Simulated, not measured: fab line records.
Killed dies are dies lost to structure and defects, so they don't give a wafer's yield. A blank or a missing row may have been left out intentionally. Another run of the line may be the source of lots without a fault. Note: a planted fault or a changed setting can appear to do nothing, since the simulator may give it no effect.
fab line records	flow nand_harc
record lots=5	wafers=14	last_day=31
route steps=1302 shown P_M0@262 P_M1@285 END@1302
lots that met no fault: from a run of the same line without faults
start_h: the number of hours between the record's first day and the start of the first shown wafer of the lot	wait_h: hours elapsed since this lot's preceding step	" repeats the value in the row above	L1.1+2: a row that stands for several wafers	- either no value or no given start	* or withheld: withheld	< > ~ a bound
route shown NAME@n: names a module that has steps shown in the file, with the first one's number in the route	usual: the fault-free wafers' mean and standard deviation	same: alike in all rows	chamber/n: place in a boat	sites: per-site readings	_std_site: standard deviation across them	_edge_site: outer sites' mean less inner sites'	radius_mm: how far each site lies from the wafer's centre	mask NAME#n: copy n	behind: the tool/chamber that last shaped the wafer	hold: why the lot went on hold/how many hours it stayed there/how the hold came to an end	device: names the non-switching transistor (n, p or np)	end of line: the tests these same wafers got at the end of their route	where a step has no rows: the recipe by itself	killed: not the wafer's yield, but the dies lost to structure and defects at the first sort	map: shows each die of a wafer: x if killed, . if not, _ if none is there
set.NAME: the setting that was run; set.NAME@STEP: the one run at that earlier step	model.NAME: the simulator's own value behind a step, which no gauge read
lots at some steps of the route; a table a step, a row a wafer
services: a tool's chamber out of use, with start hour (start_h, from the record's first day; less than 0 if before it), hours out, and reason
## steps
# step NHARC_P_M0_DEVELOP_08
# recipe develop_time_s=35	dev_temp_c=23
# step NHARC_P_M0_CD_MEAS_09
# recipe target_cd_nm=90	landing_energy_ev=500
# usual cd_nm=89.8/0.67
lot.wafer	tool	chamber	start_h	wait_h	cd_nm
L563.1	cd_sem-02	0	138.91	-	89.2
L563.2	"	0	"	"	89.6
L563.5	"	0	"	"	89.3
L569.2	cd_sem-03	0	202.37	-	88.6
L569.4	"	0	"	"	89.6
L569.6	"	0	"	"	89.2
L570.3	cd_sem-02	0	217.19	-	89.9
L570.4	"	0	"	"	90.2
L570.5	"	0	"	"	90.9
L571.1	cd_sem-02	0	228.41	-	90.3
L571.5	"	0	"	"	90.5
L571.6	"	0	"	"	89.9
L580.2	cd_sem-01	0	314.09	-	89.4
L580.3	"	0	"	"	89.7
# step NHARC_P_M0_OVL_MEAS_10
# recipe pitch_nm=180
# usual overlay_x_nm=0.0/0.73	overlay_y_nm=0.0/1.2
lot.wafer	tool	chamber	start_h	wait_h	overlay_x_nm	overlay_y_nm
L563.1	overlay-02	-	138.99	-	-0.3	-2.1
L563.2	"	-	"	"	-0.8	-1.9
L563.5	"	-	"	"	-0.8	-1.8
L569.2	overlay-02	-	202.45	-	0.3	0.4
L569.4	"	-	"	"	1.1	-0.2
L569.6	"	-	"	"	0.7	-0.1
L570.3	overlay-02	-	217.27	-	-0.6	-2.1
L570.4	"	-	"	"	-0.1	-1.4
L570.5	"	-	"	"	-0.8	-1.7
L571.1	overlay-02	-	228.50	-	0.6	0.5
L571.5	"	-	"	"	0.3	0.2
L571.6	"	-	"	"	0.5	1.0
L580.2	overlay-02	-	314.17	-	0.7	1.0
L580.3	"	-	"	"	1.5	0.5
# step NHARC_P_M0_INSPECT_11
# usual raw_defect_count=4.0/2.5
lot.wafer	tool	chamber	start_h	wait_h	raw_defect_count
L563.1	defect_inspect-02	-	139.03	0.0	3
L563.2	"	-	"	"	1
L563.5	"	-	"	"	2
L569.2	defect_inspect-02	-	202.49	0.0	4
L569.4	"	-	"	"	5
L569.6	"	-	"	"	2
L570.3	defect_inspect-01	-	217.31	0.0	2
L570.4	"	-	"	"	6
L570.5	"	-	"	"	3
L571.1	defect_inspect-01	-	228.54	0.0	14
L571.5	"	-	"	"	3
L571.6	"	-	"	"	4
L580.2	defect_inspect-02	-	314.21	0.0	2
L580.3	"	-	"	"	3
# step NHARC_P_M0_DESCUM_14
# recipe time_s=3	o2_flow_sccm=200	ar_flow_sccm=0	bias_power_w=0	chemistry=O2
# step NHARC_P_M0_ETCH_34
# recipe target_depth_a=400	overetch_a=120	time_s=43.94	ion_energy_ev=200	n2_flow_sccm=150	h2_flow_sccm=150	ar_flow_sccm=0	rf_w=400	bias_w=150	chemistry=N2/H2
# usual chamber_pressure_mTorr=29.997/0.028	drypump_motor_current_A=5.7/0.3	h2_flow_sccm=150.0/0.47	oes_product_au=1.001/0.012	rf_fwd_power_W=396.0/1.7	rf_vpp_V=430.7/2.2	showerhead_plenum_p_Torr=2.04/0.075	throttle_valve_pct=14.171/0.0096
lot.wafer	tool	chamber	start_h	wait_h	chamber_pressure_mTorr	drypump_motor_current_A	h2_flow_sccm	oes_product_au	rf_fwd_power_W	rf_hours_counter_h	rf_vpp_V	showerhead_plenum_p_Torr	throttle_valve_pct
L563.1	rie_diel-12	2	139.18	0.1	29.971	5.7	149.0	1.003	396.2	12	432.7	2.13	14.155
L563.2	"	0	"	"	29.959	5.7	149.2	0.980	395.8	11	431.3	2.09	14.162
L563.5	"	2	"	"	29.981	5.7	149.5	0.985	397.5	-	433.2	2.13	14.165
L569.2	rie_diel-12	1	202.67	0.1	30.024	5.9	149.4	1.022	395.5	40	431.9	2.09	14.176
L569.4	"	3	"	"	30.050	5.9	150.6	0.980	395.6	-	427.2	1.90	14.176
L569.6	"	1	"	"	30.086	5.9	150.6	1.017	399.5	-	431.7	2.09	14.181
L570.4	rie_diel-03	1	217.54	0.1	29.979	5.6	149.3	1.001	394.7	18	429.7	2.00	14.195
L570.3	"	2	"	"	29.955	6.4	149.2	1.008	397.9	17	427.9	1.98	14.171
L570.5	"	0	"	"	29.976	5.4	149.7	1.003	397.2	-	429.1	2.04	14.154
L571.1	rie_diel-12	3	228.70	0.1	29.999	5.9	150.1	0.980	394.7	47	428.2	1.90	14.164
L571.6	"	0	"	"	29.965	5.7	149.6	0.972	395.3	-	430.7	2.08	14.158
L571.5	"	1	"	"	30.013	5.9	150.3	1.010	394.9	-	431.3	2.09	14.161
L580.3	rie_diel-12	0	314.39	0.1	29.942	5.7	149.9	0.994	398.2	13	432.3	2.07	14.170
L580.2	"	2	"	"	30.061	5.7	150.4	1.021	396.1	13	432.8	2.11	14.173
# step NHARC_P_M0_ETCH_15
# recipe target_depth_a=1500	overetch_a=150	time_s=82.5	c4f8_flow_sccm=withheld	ar_flow_sccm=400	rf_w=600	bias_w=300	chemistry=C4F8/Ar
# step NHARC_P_M0_CD_MEAS_16
# usual cd_nm=89.7/0.85
lot.wafer	tool	chamber	start_h	wait_h	cd_nm
L563.1	cd_sem-03	-	139.39	-	89.1
L563.2	"	-	"	"	88.7
L563.5	"	-	"	"	89.4
L569.2	cd_sem-01	-	202.89	-	88.4
L569.4	"	-	"	"	90.0
L569.6	"	-	"	"	89.1
L570.3	cd_sem-01	-	217.75	-	88.9
L570.4	"	-	"	"	90.9
L570.5	"	-	"	"	90.9
L571.1	cd_sem-03	-	228.90	-	90.0
L571.5	"	-	"	"	90.2
L571.6	"	-	"	"	89.5
L580.2	cd_sem-01	-	314.66	-	89.8
L580.3	"	-	"	"	90.2
# step NHARC_P_M0_STRIP_18
# recipe power_w=1000	n2_flow_sccm=150	h2_flow_sccm=150	ar_flow_sccm=0	bias_w=0	chemistry=N2/H2
# usual chamber_pressure_mTorr=30.003/0.029	drypump_motor_current_A=5.7/0.3	h2_flow_sccm=149.9/0.43	oes_product_au=1.001/0.014	rf_fwd_power_W=997.7/2.9	rf_vpp_V=90.5/0.91	showerhead_plenum_p_Torr=2.03/0.079	throttle_valve_pct=14.171/0.008
lot.wafer	tool	chamber	start_h	wait_h	chamber_pressure_mTorr	drypump_motor_current_A	h2_flow_sccm	oes_product_au	rf_fwd_power_W	rf_hours_counter_h	rf_vpp_V	showerhead_plenum_p_Torr	throttle_valve_pct
L563.1	rie_diel-03	2	139.55	0.2	30.009	6.3	149.6	1.006	995.0	4	91.6	1.99	14.178
L563.2	"	1	"	"	30.014	5.6	149.7	1.004	995.9	5	89.4	2.01	14.152
L563.5	"	2	"	"	29.995	6.4	149.6	0.993	990.2	-	90.4	1.99	14.161
L569.2	rie_diel-12	1	202.97	0.1	29.988	5.8	150.0	1.030	995.8	40	90.7	2.09	14.180
L569.6	"	1	"	"	30.015	5.9	149.6	1.025	994.5	-	89.7	2.09	14.168
L569.4	"	0	"	"	29.970	5.7	149.8	0.990	996.5	-	90.2	2.08	14.176
L570.3	rie_diel-12	2	217.84	0.1	29.998	5.7	149.2	1.007	1000.6	35	91.3	2.12	14.177
L570.5	"	3	"	"	30.015	5.9	149.5	0.982	998.3	-	89.9	1.90	14.180
L570.4	"	1	"	"	30.017	5.9	149.6	1.013	999.1	-	89.8	2.09	14.166
L571.1	rie_diel-03	0	229.02	0.1	29.982	5.4	149.4	1.011	1000.3	21	91.2	2.04	14.172
L571.5	"	2	"	"	29.986	6.3	150.1	1.003	998.6	-	90.8	1.98	14.175
L571.6	"	3	"	"	30.040	5.3	150.2	0.996	1001.4	-	91.3	2.04	14.167
L580.3	rie_diel-12	2	314.73	0.1	29.993	5.7	149.7	1.017	1001.1	13	90.9	2.11	14.175
L580.2	"	0	"	"	29.975	5.7	149.6	0.998	997.6	13	91.1	2.07	14.178
# step NHARC_P_M0_STRIP_19
# recipe time_s=600	temp_c=30	chemistry=post_etch_residue_remover
# step NHARC_P_M0_DEGAS_28
# recipe temp_c=250	time_s=60
# step NHARC_P_M0_PRE_CLEAN_29
# recipe time_s=30	temp_c=280	gas=H2/He
# usual heater_power_w=398/34
lot.wafer	tool	chamber	start_h	wait_h	heater_power_w
L563.1	pvd_sputter-02	-	-	-	431
L563.2	"	-	"	"	391
L563.5	"	-	"	"	419
L569.4	pvd_sputter-03	-	203.66	0.1	348
L569.2	"	-	"	"	347
L569.6	"	-	"	"	350
L570.3	pvd_sputter-01	-	-	-	425
L570.4	"	-	"	"	457
L570.5	"	-	"	"	405
L571.1	pvd_sputter-02	-	-	-	370
L571.5	"	-	"	"	421
L571.6	"	-	"	"	426
L580.3	pvd_sputter-03	-	-	-	351
L580.2	"	-	"	"	392
# step NHARC_P_M0_PVD_20
# recipe target_thk_a=50	bias_v=168.6	power_w=15000	chamber_pressure_pa=0.12	time_s=8.06	substrate_temp_c=50	material=TaN
# usual throttle_valve_pct=29.9/1.2
lot.wafer	tool	chamber	start_h	wait_h	throttle_valve_pct
L563.2	pvd_sputter-02	-	140.20	-	29.1
L563.1	"	-	"	"	29.0
L563.5	"	-	"	"	29.2
L569.4	pvd_sputter-03	-	203.78	0.1	29.3
L569.2	"	-	"	"	29.7
L569.6	"	-	"	"	29.2
L570.3	pvd_sputter-01	-	218.55	-	32.3
L570.4	"	-	"	"	32.6
L570.5	"	-	"	"	29.3
L571.1	pvd_sputter-02	-	229.63	-	28.8
L571.6	"	-	"	"	28.7
L571.5	"	-	"	"	29.3
L580.2	pvd_sputter-03	-	315.44	-	30.6
L580.3	"	-	"	"	29.4
# step NHARC_P_M0_PVD_21
# recipe target_thk_a=300	chamber_pressure_pa=5	power_w=5000	substrate_temp_c=30	time_s=20.49	material=Cu
# step NHARC_P_M0_ECD_22
# recipe target_thk_a=4000	bath_temp_c=25	material=Cu
# step NHARC_P_M0_ANNEAL_30
# recipe temp_c=225	time_s=90
# usual wafer_temp_C_max=226.3/0.39
lot.wafer	tool	chamber	start_h	wait_h	wafer_temp_C_max
L563.1	rtp_anneal-02	0	140.83	-	225.8
L563.2	"	0	"	"	226.3
L563.5	"	0	"	"	225.7
L569.2	rtp_anneal-01	0	204.67	0.4	226.3
L569.4	"	0	"	"	226.5
L569.6	"	0	"	"	227.4
L570.3	rtp_anneal-02	0	219.28	0.3	226.1
L570.4	"	0	"	"	226.3
L570.5	"	0	"	"	226.2
L571.1	rtp_anneal-02	0	230.25	0.3	225.9
L571.5	"	0	"	"	226.1
L571.6	"	0	"	"	226.0
L580.2	rtp_anneal-01	0	316.10	-	226.6
L580.3	"	0	"	"	226.6
# step NHARC_P_M0_CMP_23
# recipe t_overpolish_s=20	target_thk_nm=117.54
# step NHARC_P_M0_THK_MEAS_24
# recipe thk_meas_gauge=xrf
# usual thk_nm=117.5/1.3
lot.wafer	tool	chamber	start_h	wait_h	thk_nm
L563.1	film_metro-02	-	141.49	-	117.1
L563.2	"	-	"	"	116.8
L563.5	"	-	"	"	115.2
L569.2	film_metro-02	-	205.27	-	119.5
L569.4	"	-	"	"	116.7
L569.6	"	-	"	"	117.0
L570.3	film_metro-02	-	219.83	-	117.2
L570.4	"	-	"	"	116.8
L570.5	"	-	"	"	118.1
L571.1	film_metro-02	-	230.91	-	117.1
L571.5	"	-	"	"	116.1
L571.6	"	-	"	"	115.5
L580.2	film_metro-01	-	316.70	-	117.0
L580.3	"	-	"	"	117.5
# step NHARC_P_M0_SRD_25
# step NHARC_P_M0_INSPECT_27
# usual raw_defect_count=300/120
lot.wafer	tool	chamber	start_h	wait_h	raw_defect_count
L563.1	defect_inspect-02	-	141.64	0.0	391
L563.2	"	-	"	"	407
L563.5	"	-	"	"	305
L569.2	defect_inspect-02	-	205.43	0.0	202
L569.4	"	-	"	"	211
L569.6	"	-	"	"	335
L570.3	defect_inspect-01	-	219.99	0.0	187
L570.4	"	-	"	"	331
L570.5	"	-	"	"	184
L571.1	defect_inspect-01	-	231.06	0.0	349
L571.5	"	-	"	"	435
L571.6	"	-	"	"	223
L580.2	defect_inspect-01	-	316.86	0.0	365
L580.3	"	-	"	"	298
# step NHARC_P_M0_PRE_CLEAN_31
# recipe time_s=12	temp_c=370	rf_power_w=300	gas=NH3
# step NHARC_P_M0_DEP_32
# recipe target_thk_a=300	temp_c=370	target_thk_nm=30	pressure_torr=3	flow_sccm=200	rf_w=450	material=SiCN
# step NHARC_P_M1_DEP_00
# recipe target_thk_a=1825	target_thk_nm=182.5	temp_c=withheld	pressure_torr=5	flow_sccm=200	rf_w=600	material=SiOC
# step NHARC_P_M1_DEHYDRATE_01
# recipe temp_c=150	time_s=120
# step NHARC_P_M1_HMDS_02
# recipe time_s=30
# step NHARC_P_M1_COAT_34
# recipe temp_c=200	time_s=65
# step NHARC_P_M1_COAT_03
# recipe spin_rpm=1500	resist_thk_nm=90
# step NHARC_P_M1_SOFTBAKE_04
# recipe temp_c=105	time_s=55
# step NHARC_P_M1_EBR_05
# step NHARC_P_M1_EXPOSE_06
# recipe na=1.35	target_cd_nm=130	dose_mj=81.88	mask_id=P_M1
# step NHARC_P_M1_PEB_07
# recipe peb_temp_c=100	peb_time_s=65
# step NHARC_P_M1_DEVELOP_08
# recipe develop_time_s=35	dev_temp_c=23
# step NHARC_P_M1_CD_MEAS_09
# recipe target_cd_nm=130	landing_energy_ev=500
# usual cd_nm=130.0/0.65
lot.wafer	tool	chamber	start_h	wait_h	cd_nm
L563.1	cd_sem-02	0	142.91	-	131.5
L563.2	"	0	"	"	131.4
L563.5	"	0	"	"	130.9
L569.2	cd_sem-02	0	206.90	-	129.6
L569.4	"	0	"	"	129.1
L569.6	"	0	"	"	129.6
L570.3	cd_sem-03	0	221.38	-	130.2
L570.4	"	0	"	"	129.9
L570.5	"	0	"	"	129.5
L571.1	cd_sem-03	0	232.44	-	130.2
L571.5	"	0	"	"	130.5
L571.6	"	0	"	"	130.1
L580.2	cd_sem-03	0	318.31	-	130.1
L580.3	"	0	"	"	130.2
# step NHARC_P_M1_OVL_MEAS_10
# recipe pitch_nm=260
# usual overlay_x_nm=0.3/0.81	overlay_y_nm=0.1/0.74
lot.wafer	tool	chamber	start_h	wait_h	overlay_x_nm	overlay_y_nm
L563.1	overlay-02	-	143.01	-	0.8	0.6
L563.2	"	-	"	"	0.2	0.7
L563.5	"	-	"	"	0.4	0.5
L569.2	overlay-02	-	206.98	-	-0.2	0.0
L569.4	"	-	"	"	-0.1	-0.4
L569.6	"	-	"	"	-0.2	0.1
L570.3	overlay-01	-	221.47	-	1.4	0.6
L570.4	"	-	"	"	1.7	0.0
L570.5	"	-	"	"	1.7	0.3
L571.1	overlay-02	-	232.53	-	0.0	0.8
L571.5	"	-	"	"	0.2	0.3
L571.6	"	-	"	"	0.3	0.6
L580.2	overlay-02	-	318.40	-	-0.2	0.6
L580.3	"	-	"	"	-0.1	0.8
# step NHARC_P_M1_INSPECT_11
# usual raw_defect_count=4.0/2.3
lot.wafer	tool	chamber	start_h	wait_h	raw_defect_count
L563.1	defect_inspect-01	-	143.05	0.0	4
L563.2	"	-	"	"	2
L563.5	"	-	"	"	2
L569.2	defect_inspect-01	-	207.02	0.0	1
L569.4	"	-	"	"	5
L569.6	"	-	"	"	4
L570.3	defect_inspect-02	-	221.50	0.0	0
L570.4	"	-	"	"	3
L570.5	"	-	"	"	2
L571.1	defect_inspect-02	-	232.57	0.0	10
L571.5	"	-	"	"	4
L571.6	"	-	"	"	4
L580.2	defect_inspect-01	-	318.43	0.0	2
L580.3	"	-	"	"	3
# step NHARC_P_M1_DESCUM_14
# recipe time_s=3	o2_flow_sccm=200	ar_flow_sccm=0	bias_power_w=0	chemistry=O2
# step NHARC_P_M1_ETCH_35
# recipe target_depth_a=400	overetch_a=120	time_s=43.94	ion_energy_ev=200	n2_flow_sccm=150	h2_flow_sccm=150	ar_flow_sccm=0	rf_w=400	bias_w=150	chemistry=N2/H2
# usual chamber_pressure_mTorr=29.996/0.026	drypump_motor_current_A=5.5/0.49	h2_flow_sccm=150.0/0.5	oes_product_au=1.003/0.012	rf_fwd_power_W=394.3/2.1	rf_vpp_V=429.5/2.4	showerhead_plenum_p_Torr=2.00/0.084	throttle_valve_pct=14.172/0.0089
lot.wafer	tool	chamber	start_h	wait_h	chamber_pressure_mTorr	drypump_motor_current_A	h2_flow_sccm	oes_product_au	rf_fwd_power_W	rf_hours_counter_h	rf_vpp_V	showerhead_plenum_p_Torr	throttle_valve_pct
L563.2	rie_diel-07	0	143.20	0.1	29.974	5.8	150.6	1.002	397.8	0	430.8	2.05	14.182
L563.1	"	1	"	"	29.967	4.7	150.8	0.998	396.0	0	426.1	1.90	14.164
L563.5	"	0	"	"	30.015	5.8	150.0	1.012	396.7	-	430.8	2.05	14.170
L569.2	rie_diel-05	3	207.19	0.1	30.033	5.1	149.6	0.981	392.3	13	431.8	2.04	14.176
L569.4	"	2	"	"	30.024	6.3	150.4	0.999	394.7	13	428.3	1.92	14.167
L569.6	"	0	"	"	29.992	5.3	150.2	0.994	394.9	-	433.2	2.14	14.176
L570.4	rie_diel-05	2	221.65	0.1	29.994	6.2	149.6	0.998	394.7	14	427.1	1.92	14.167
L570.3	"	0	"	"	30.004	5.3	149.6	1.006	396.2	14	433.7	2.14	14.181
L570.5	"	2	"	"	30.019	6.2	150.6	0.992	397.0	-	428.2	1.92	14.182
L571.1	rie_diel-07	2	232.73	0.1	29.990	5.3	150.2	1.022	390.9	6	431.2	2.07	14.173
L571.6	"	0	"	"	30.046	5.8	150.1	1.000	395.1	-	431.1	2.05	14.178
L571.5	"	1	"	"	29.991	4.7	150.4	1.005	396.9	-	426.8	1.90	14.164
L580.3	rie_diel-05	0	318.58	0.1	30.011	5.3	149.6	1.011	394.5	6	433.7	2.14	14.170
L580.2	"	1	"	"	29.995	5.5	150.0	1.004	393.0	6	428.6	1.94	14.165
# step NHARC_P_M1_ETCH_15
# recipe target_depth_a=1825	time_s=91.2	c4f8_flow_sccm=withheld	ar_flow_sccm=400	rf_w=600	bias_w=300	chemistry=C4F8/Ar
# step NHARC_P_M1_CD_MEAS_16
# usual cd_nm=129.9/0.69
lot.wafer	tool	chamber	start_h	wait_h	cd_nm
L563.1	cd_sem-01	-	143.41	-	131.2
L563.2	"	-	"	"	130.7
L563.5	"	-	"	"	129.7
L569.2	cd_sem-03	-	207.41	-	129.2
L569.4	"	-	"	"	129.9
L569.6	"	-	"	"	130.2
L570.3	cd_sem-01	-	221.87	-	130.2
L570.4	"	-	"	"	129.8
L570.5	"	-	"	"	130.5
L571.1	cd_sem-03	-	232.93	-	128.8
L571.5	"	-	"	"	129.6
L571.6	"	-	"	"	129.5
L580.2	cd_sem-01	-	318.80	-	131.4
L580.3	"	-	"	"	129.2
# step NHARC_P_M1_STRIP_18
# recipe power_w=1000	n2_flow_sccm=150	h2_flow_sccm=150	ar_flow_sccm=0	bias_w=0	chemistry=N2/H2
# step NHARC_P_M1_ETCH_28
# recipe target_depth_a=300	over_etch_frac=0.3	time_s=72.99	ion_energy_ev=150	cf4_flow_sccm=50	n2_flow_sccm=100	ar_flow_sccm=150	rf_w=300	bias_w=100	chemistry=CF4/N2
# step NHARC_END_SORT_01
# recipe temp_c=25
# usual defect_limited_yield=91.2/2.8	killed_at_array=56/19	killed_at_other=0.8/1.1	killed_at_periphery=3.4/2.5	killed_dies=60/19	killed_open=2.9/1.7	killed_short=2.4/1.6
# same gross_dies=677
lot.wafer	tool	chamber	start_h	wait_h	defect_limited_yield[%]	killed_at_array	killed_at_other	killed_at_periphery	killed_dies	killed_open	killed_short
L569.2	prober-02	0	649.94	2.8	86.4	91	0	1	92	3	3
L569.4	prober-02	0	651.56	3.4	85.7	95	0	2	97	6	3
L569.6	prober-02	0	653.18	4.1	86.6	84	0	7	91	2	4
L571.1	prober-01	0	659.13	2.6	90.7	55	0	8	63	4	1
L571.5	prober-01	0	662.33	3.7	91.4	55	1	2	58	3	5
L571.6	prober-01	0	663.13	4.0	91.4	55	0	3	58	2	0
L570.3	prober-02	0	660.68	3.1	89.2	73	0	0	73	3	0
L570.4	prober-02	0	661.48	3.4	89.5	67	0	4	71	4	2
L570.5	prober-02	0	662.28	3.7	89.4	68	2	2	72	3	3
L580.2	prober-01	0	743.84	2.8	91.1	35	2	23	60	1	2
L580.3	prober-01	0	744.64	3.1	88.6	50	1	26	77	4	4
# killed by level:class
L569.2 A_CHANNEL_HOLE_D1:chamber_film_flake=29 A_SLIT:chamber_film_flake=29 A_CHANNEL_HOLE_D2:chamber_film_flake=19 A_CONTACT:chamber_film_flake=3 A_DECK1_JOINT:geometric_particle:open=2 A_CHANNEL_FILL_D1:chamber_film_flake=2 A_DECK1_JOINT:chamber_film_flake=2 A_SOURCE_PLATE:geometric_particle:short=1
L569.4 A_SLIT:chamber_film_flake=34 A_CHANNEL_HOLE_D1:chamber_film_flake=22 A_CHANNEL_HOLE_D2:chamber_film_flake=21 A_CONTACT:chamber_film_flake=7 A_CHANNEL_FILL_D2:geometric_particle:open=3 A_M1:geometric_particle:open=2 A_CHANNEL_FILL_D2:chamber_film_flake=2 A_STAIRCASE:chamber_film_flake=2
L569.6 A_SLIT:chamber_film_flake=33 A_CHANNEL_HOLE_D1:chamber_film_flake=22 A_CHANNEL_HOLE_D2:chamber_film_flake=17 A_CONTACT:chamber_film_flake=3 P_CONTACT:chamber_film_flake=2 A_WL_FILL:chamber_film_flake=2 P_CONTACT:geometric_particle:short=1 P_M0:geometric_particle:open=1
L571.1 A_SLIT:chamber_film_flake=24 A_CHANNEL_HOLE_D2:chamber_film_flake=12 A_CHANNEL_HOLE_D1:chamber_film_flake=5 P_STI:chamber_film_flake=4 A_CONTACT:chamber_film_flake=4 A_STAIRCASE:chamber_film_flake=3 P_ZERO_WELL:chamber_film_flake=2 P_M1:geometric_particle:open=1
L570.3 A_SLIT:chamber_film_flake=38 A_CHANNEL_HOLE_D1:chamber_film_flake=26 A_CHANNEL_HOLE_D2:chamber_film_flake=3 A_M0:chamber_film_flake=2 A_CHANNEL_HOLE_D1:geometric_particle:open=1 A_CHANNEL_FILL_D2:geometric_particle:open=1 A_BLC:geometric_particle:open=1 A_WL_FILL:chamber_film_flake=1
L570.4 A_SLIT:chamber_film_flake=33 A_CHANNEL_HOLE_D1:chamber_film_flake=23 A_STAIRCASE:chamber_film_flake=3 A_CHANNEL_HOLE_D2:chamber_film_flake=2 A_M0:chamber_film_flake=2 P_CONTACT:geometric_particle:open=1 P_M0:geometric_particle:open=1 P_M2:geometric_particle:open=1
L570.5 A_CHANNEL_HOLE_D1:chamber_film_flake=29 A_SLIT:chamber_film_flake=27 A_M0:chamber_film_flake=3 A_CHANNEL_HOLE_D2:chamber_film_flake=2 THIN_TSV:chamber_film_flake=2 A_CHANNEL_HOLE_D1:geometric_particle:short=1 A_CHANNEL_HOLE_D2:geometric_particle:short=1 A_CHANNEL_HOLE_D2:geometric_particle:open=1
L571.5 A_SLIT:chamber_film_flake=32 A_CHANNEL_HOLE_D2:chamber_film_flake=9 A_CHANNEL_HOLE_D1:chamber_film_flake=2 A_STAIRCASE:chamber_film_flake=2 A_SOURCE_PLATE:geometric_particle:open=1 A_ONON_D1:geometric_particle:open=1 A_CHANNEL_HOLE_D1:geometric_particle:open=1 A_CHANNEL_HOLE_D1:geometric_particle:short=1
L571.6 A_SLIT:chamber_film_flake=31 A_CHANNEL_HOLE_D1:chamber_film_flake=8 A_CHANNEL_HOLE_D2:chamber_film_flake=7 A_STAIRCASE:chamber_film_flake=5 A_CONTACT:chamber_film_flake=3 P_GATE:geometric_particle:open=1 A_CHANNEL_HOLE_D2:geometric_particle:open=1 P_ZERO_WELL:chamber_film_flake=1
L580.2 P_M0:area_pvd=21 A_CHANNEL_HOLE_D1:chamber_film_flake=20 A_SLIT:chamber_film_flake=9 P_M1:chamber_film_flake=2 THIN_TSV:chamber_film_flake=2 A_CHANNEL_FILL_D1:geometric_particle:open=1 A_CHANNEL_FILL_D1:geometric_particle:short=1 A_CONTACT:geometric_particle:short=1
L580.3 A_CHANNEL_HOLE_D1:chamber_film_flake=30 P_M0:area_pvd=21 A_SLIT:chamber_film_flake=10 A_ONON_D1:geometric_particle:short=2 P_M1:chamber_film_flake=2 A_STAIRCASE:chamber_film_flake=2 P_CONTACT:geometric_particle:short=1 P_CONTACT:geometric_particle:open=1
# map L580.3 (x killed, . not)
____________.____________
_________......._________
_______x..x......._______
______.xxx.........______
_____..x............_____
____xx..x............____
____.x.x.............____
___xxxxxx.............___
___xxx..x.............___
__xx.x.x...............__
__xxxxxx...............__
_x.xxxx.....x..........._
_x.xxx.x................_
_.xx...................._
_.xx.x......x..........._
_.....................x._
.........................
....x....................
.........................
x.x......................
x...x....................
_...............x......._
_..................x...._
_.x..........x.........._
_.x.............x......._
_x...............x...x.._
__.....................__
__xx...................__
___x..................___
___...x...............___
____.x............x..____
____xx.............x.____
_____...........x.x._____
______..x..........______
_______...x......._______
_________.....x._________
____________.____________
# map L569.4 (x killed, . not)
____________x____________
_________xxx...._________
_______xxx.x.....x_______
______xxxx.......x.______
_____.xxx.x....x.x.._____
____xxxx.......xx..xx____
____..xx...x.xx.xxxxx____
___...xx......x.xx.xx.___
___.x.........xxxxxx..___
__........x.....xxxx...__
__.........xx.x.xxx.x..__
_....x.....x.xxx..x....._
_........x..xx.........._
_...........xx.......x.._
_..x...........x........_
_..........xxx.........._
..............x..........
.........................
.........................
.............x...........
..x.x....x.........x.....
_......................._
_......................._
_...x..................._
_......x................_
_x......................_
__................x....__
__.x..................x__
___...................___
___............x......___
____.................____
____...x.............____
_____..............._____
______..x..x.......______
_______..........._______
_________......._________
____________.____________
## services
tool	chamber	start_h	hours	kind
rie_diel-12	0	124.94	-	clean
rie_diel-12	1	124.94	-	clean
rie_diel-12	2	124.94	-	clean
rie_diel-12	3	124.94	-	clean
rie_diel-07	-	129.18	9.0	pm
pvd_sputter-03	-	135.60	0.5	repair
rie_diel-12	2	142.32	7.3	repair
rie_diel-07	2	160.20	5.7	repair
rie_diel-07	0	166.78	35.2	repair
pvd_sputter-03	-	170.00	10.0	pm
rie_diel-05	-	171.47	5.2	repair
rie_diel-07	2	196.63	1.9	repair
rie_diel-12	2	200.63	10.0	repair
rie_diel-03	0	204.86	3.1	repair
rie_diel-12	0	212.52	8.3	repair
rie_diel-05	-	229.60	9.0	pm
rie_diel-12	1	238.83	9.6	repair
pvd_sputter-03	-	246.59	1.0	repair
pvd_sputter-02	-	247.77	8.5	repair
rie_diel-03	1	257.74	3.5	repair
rie_diel-12	-	268.96	9.0	pm
rie_diel-03	-	281.30	9.0	pm
pvd_sputter-02	-	282.00	10.0	pm
rie_diel-07	-	306.18	9.0	pm
## key
first_sign step=NHARC_END_SORT_01	reading=killed_at_periphery	direction=up	sigmas=8.6	usual=3.4	struck=24.5
effect none on later readings
met_at NHARC_P_M0_PVD_20
struck_wafers L580.2,L580.3
onset_between 203.78 315.44
also_fits time
fault kind=process_parameter_drift	tool=pvd_sputter-03	chamber=-	onset_h=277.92	steps=NHARC_P_M0_PVD_20	channel=target_thk_a	offset=*	shape=step	end_h=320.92	scope=struck_wafers_only	acts_in=*	stated=*
